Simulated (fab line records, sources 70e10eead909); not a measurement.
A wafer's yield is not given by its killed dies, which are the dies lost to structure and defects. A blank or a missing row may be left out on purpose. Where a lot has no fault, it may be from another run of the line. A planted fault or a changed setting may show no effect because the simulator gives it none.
Chamber matching || flow nand_harc || pecvd-01 running NHARC_A_SLIT_DEP_25: 3 sister chambers
The step deposits SiO2, target thk 200 nm. 14 wafers are shown with their chamber, then 7 later ones without.

WAFERS, EACH WITH ITS CHAMBER
{"wafer": "L079.2", "chamber": 1, "throttle_valve_pct (%)": 15.3, "heater_power_w (W)": 527, "rf_fwd_power_W (W)": 900.7}
{"wafer": "L079.3", "chamber": 0, "throttle_valve_pct (%)": 16.3, "heater_power_w (W)": 725, "rf_fwd_power_W (W)": 893.3}
{"wafer": "L079.4", "chamber": 0, "throttle_valve_pct (%)": 16.2, "heater_power_w (W)": 736, "rf_fwd_power_W (W)": 895.9}
{"wafer": "L080.2", "chamber": 2, "throttle_valve_pct (%)": 16.5, "heater_power_w (W)": 592, "rf_fwd_power_W (W)": 902.9}
{"wafer": "L080.3", "chamber": 0, "throttle_valve_pct (%)": 16.2, "heater_power_w (W)": 703, "rf_fwd_power_W (W)": 898.8}
{"wafer": "L080.5", "chamber": 0, "throttle_valve_pct (%)": 16.3, "heater_power_w (W)": 704, "rf_fwd_power_W (W)": 895.3}
{"wafer": "L082.1", "chamber": 2, "throttle_valve_pct (%)": 16.4, "heater_power_w (W)": 645, "rf_fwd_power_W (W)": 895.5}
{"wafer": "L082.3", "chamber": 1, "throttle_valve_pct (%)": 15.4, "heater_power_w (W)": 529, "rf_fwd_power_W (W)": 897.9}
{"wafer": "L082.5", "chamber": 0, "throttle_valve_pct (%)": 16.3, "heater_power_w (W)": 692, "rf_fwd_power_W (W)": 895.0}
{"wafer": "L086.1", "chamber": 0, "throttle_valve_pct (%)": 16.6, "heater_power_w (W)": 689, "rf_fwd_power_W (W)": 894.1}
{"wafer": "L086.3", "chamber": 1, "throttle_valve_pct (%)": 15.4, "heater_power_w (W)": 455, "rf_fwd_power_W (W)": 895.7}
{"wafer": "L086.6", "chamber": 0, "throttle_valve_pct (%)": 16.3, "heater_power_w (W)": 678, "rf_fwd_power_W (W)": 898.6}
{"wafer": "L092.1", "chamber": 0, "throttle_valve_pct (%)": 16.4, "heater_power_w (W)": 684, "rf_fwd_power_W (W)": 900.4}
{"wafer": "L092.3", "chamber": 2, "throttle_valve_pct (%)": 16.4, "heater_power_w (W)": 610, "rf_fwd_power_W (W)": 899.4}

SIGNATURES (averages over the wafers above)
{"reading": "throttle_valve_pct", "chamber 0": 16.325, "chamber 1": 15.367, "chamber 2": 16.433, "scatter within a chamber": 0.108}
{"reading": "heater_power_w", "chamber 0": 701.38, "chamber 1": 503.67, "chamber 2": 615.67, "scatter within a chamber": 26.7}
{"reading": "rf_fwd_power_W", "chamber 0": 896.425, "chamber 1": 898.100, "chamber 2": 899.267, "scatter within a chamber": 2.78}
Rule: a wafer lies at a distance from a chamber equal to the root of the sum of squares, over the readings, of (its reading less the chamber's mean, divided by the reading's scatter). If the next closest chamber is less than 2 further off than the closest, the wafer can't be placed; otherwise it belongs to the closest. The scatter is the square root of a quotient: the sum, over the shown wafers, of each reading's squared deviation from its chamber's mean, divided by wafers minus chambers.

WAFERS WITH NO CHAMBER GIVEN
{"wafer": "L092.4", "throttle_valve_pct (%)": 16.3, "heater_power_w (W)": 694, "rf_fwd_power_W (W)": 893.9}
{"wafer": "L093.1", "throttle_valve_pct (%)": 15.3, "heater_power_w (W)": 527, "rf_fwd_power_W (W)": 897.2}
{"wafer": "L093.5", "throttle_valve_pct (%)": 16.0, "heater_power_w (W)": 669, "rf_fwd_power_W (W)": 896.3}
{"wafer": "L093.6", "throttle_valve_pct (%)": 16.4, "heater_power_w (W)": 647, "rf_fwd_power_W (W)": 897.3}
{"wafer": "L094.1", "throttle_valve_pct (%)": 15.3, "heater_power_w (W)": 475, "rf_fwd_power_W (W)": 895.1}
{"wafer": "L094.2", "throttle_valve_pct (%)": 15.9, "heater_power_w (W)": 749, "rf_fwd_power_W (W)": 895.8}
{"wafer": "L094.4", "throttle_valve_pct (%)": 16.1, "heater_power_w (W)": 762, "rf_fwd_power_W (W)": 897.0}

CHAMBER TAKEN BY EACH
{"wafer": "L092.4", "from the rows above": 0, "in truth": 0}
{"wafer": "L093.1", "from the rows above": 1, "in truth": 1}
{"wafer": "L093.5", "from the rows above": "can't be placed: 0 or 2", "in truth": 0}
{"wafer": "L093.6", "from the rows above": "can't be placed: 2 or 0", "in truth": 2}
{"wafer": "L094.1", "from the rows above": 1, "in truth": 1}
{"wafer": "L094.2", "from the rows above": 0, "in truth": 0}
{"wafer": "L094.4", "from the rows above": 0, "in truth": 0}
5 of 7 placed correctly. Unplaceable from these rows: 2, with the true chamber sitting among the candidates in 2. Placed wrongly: 0.
